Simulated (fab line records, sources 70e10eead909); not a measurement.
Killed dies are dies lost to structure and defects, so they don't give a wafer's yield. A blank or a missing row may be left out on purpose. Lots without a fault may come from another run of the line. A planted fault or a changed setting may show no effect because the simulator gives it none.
Which tool did it? | flow nand_harc | 12 lots, 36 wafers sampled, at 5 steps of a route of 1159

WHAT THE GAUGES READ, wafer by wafer
NHARC_P_M2_INSPECT_27.
lot  | measured     | on                | raw_defect_count
L075 | day 7 00:59  | defect_inspect-02 | 331 252 249
L076 | day 7 06:38  | defect_inspect-01 | 240 377 196
L079 | day 7 15:45  | defect_inspect-02 | 206 322 412
L080 | day 8 02:46  | defect_inspect-01 | 299 378 392
L082 | day 8 11:04  | defect_inspect-01 | 314 221 217
L085 | day 8 22:23  | defect_inspect-01 | 254 284 283
L087 | day 9 19:20  | defect_inspect-01 | 152 264 158
L089 | day 10 10:01 | defect_inspect-01 | 223 257 256
L090 | day 10 14:56 | defect_inspect-01 | 267 205 223
L093 | day 11 03:55 | defect_inspect-01 | 276 288 436
L096 | day 11 12:41 | defect_inspect-02 | 204 298 223
L097 | day 12 03:11 | defect_inspect-02 | 163 221 284

WHICH TOOL RAN EACH LOT (tool, then ch and the chambers of the sampled wafers, then the start)
lot  | NHARC_P_CONTACT_ETCH_18                       | NHARC_P_M1_ETCH_28                            | NHARC_P_M1_PVD_21                       | NHARC_P_M2_DESCUM_14
L075 | rie_diel-04 ch 1,2, day 6 22:16 or earlier    | rie_diel-12 ch 0,2,3, day 6 22:16 or earlier  | pvd_sputter-01, day 6 22:16 or earlier  | rie_diel-09 ch 0,2, day 6 22:16
L076 | rie_diel-11 ch 0,1,3, day 7 04:04 or earlier  | rie_diel-12 ch 2,3, day 7 04:04 or earlier    | pvd_sputter-01, day 7 04:04 or earlier  | rie_diel-05 ch 0,2,3, day 7 04:04
L079 | rie_diel-11 ch 1,2,3, day 7 13:02 or earlier  | rie_diel-06 ch 0,1, day 7 13:02 or earlier    | pvd_sputter-01, day 7 13:02 or earlier  | rie_diel-05 ch 1,2,3, day 7 13:02
L080 | rie_diel-11 ch 1,2,3, day 7 23:34 or earlier  | rie_diel-12 ch 1,3, day 7 23:34 or earlier    | pvd_sputter-03, day 7 23:34 or earlier  | rie_diel-01 ch 0,1,3, day 7 23:34
L082 | rie_diel-08 ch 0,2,3, day 8 08:23 or earlier  | rie_diel-13 ch 0,2, day 8 08:23 or earlier    | pvd_sputter-02, day 8 08:23 or earlier  | rie_diel-01 ch 0,1, day 8 08:23
L085 | rie_diel-11 ch 1,3, day 8 19:49 or earlier    | rie_diel-13 ch 0,3, day 8 19:49 or earlier    | pvd_sputter-03, day 8 19:49 or earlier  | rie_diel-01 ch 0,1, day 8 19:49
L087 | rie_diel-08 ch 1,2,3, day 9 16:45 or earlier  | rie_diel-13 ch 0,1,3, day 9 16:45 or earlier  | pvd_sputter-03, day 9 16:45 or earlier  | rie_diel-05 ch 0,1,2, day 9 16:45
L089 | rie_diel-11 ch 0,1, day 10 07:14 or earlier   | rie_diel-12 ch 0,2,3, day 10 07:14 or earlier | pvd_sputter-03, day 10 07:14 or earlier | rie_diel-01 ch 0,1,3, day 10 07:14
L090 | rie_diel-08 ch 1,3, day 10 11:55 or earlier   | rie_diel-12 ch 2,3, day 10 11:55 or earlier   | pvd_sputter-03, day 10 11:55 or earlier | rie_diel-05 ch 1,2,3, day 10 11:55
L093 | rie_diel-08 ch 0,1,2, day 11 01:16 or earlier | rie_diel-06 ch 1,2, day 11 01:16 or earlier   | pvd_sputter-02, day 11 01:16 or earlier | rie_diel-05 ch 0,1,3, day 11 01:16
L096 | rie_diel-08 ch 2,3, day 11 10:07 or earlier   | rie_diel-13 ch 0,2, day 11 10:07 or earlier   | pvd_sputter-01, day 11 10:07 or earlier | rie_diel-05 ch 0,1, day 11 10:07
L097 | rie_diel-11 ch 0,2,3, day 12 00:38 or earlier | rie_diel-13 ch 0,1,2, day 12 00:38 or earlier | pvd_sputter-01, day 12 00:38 or earlier | rie_diel-05 ch 0,2, day 12 00:38
- NHARC_P_CONTACT_ETCH_18: etches the open film in C4F8/O2/Ar, target depth 481 nm, time 240.5 s.
- NHARC_P_M1_ETCH_28: etches the open film in CF4/N2, target depth 30 nm, time 72.99 s.
- NHARC_P_M1_PVD_21: deposits Cu, target thk 30 nm, time 20.49 s.
- NHARC_P_M2_DESCUM_14: chemistry O2, time 3 s.

THE ANSWER, worked out from the rows above alone
Rule: what is usual is taken from the lots themselves. Put in order of their means at a reading, lots are off if they are a third of the lots or fewer, leave a main group of 4 or more, and stand apart from it by a gap of 3 or more times the standard deviation of the main group's means; of several such gaps the widest counts. A main group whose means are all the same, to the digits that the tables above print for the reading, isn't used. A lot without any number at a reading at which 4 lots or more have one is off too. The other lots that the step has rows for count as sound.
No lot is off at any reading shown: from this, nothing can be told.

WHAT THE SIMULATOR HAD PUT IN
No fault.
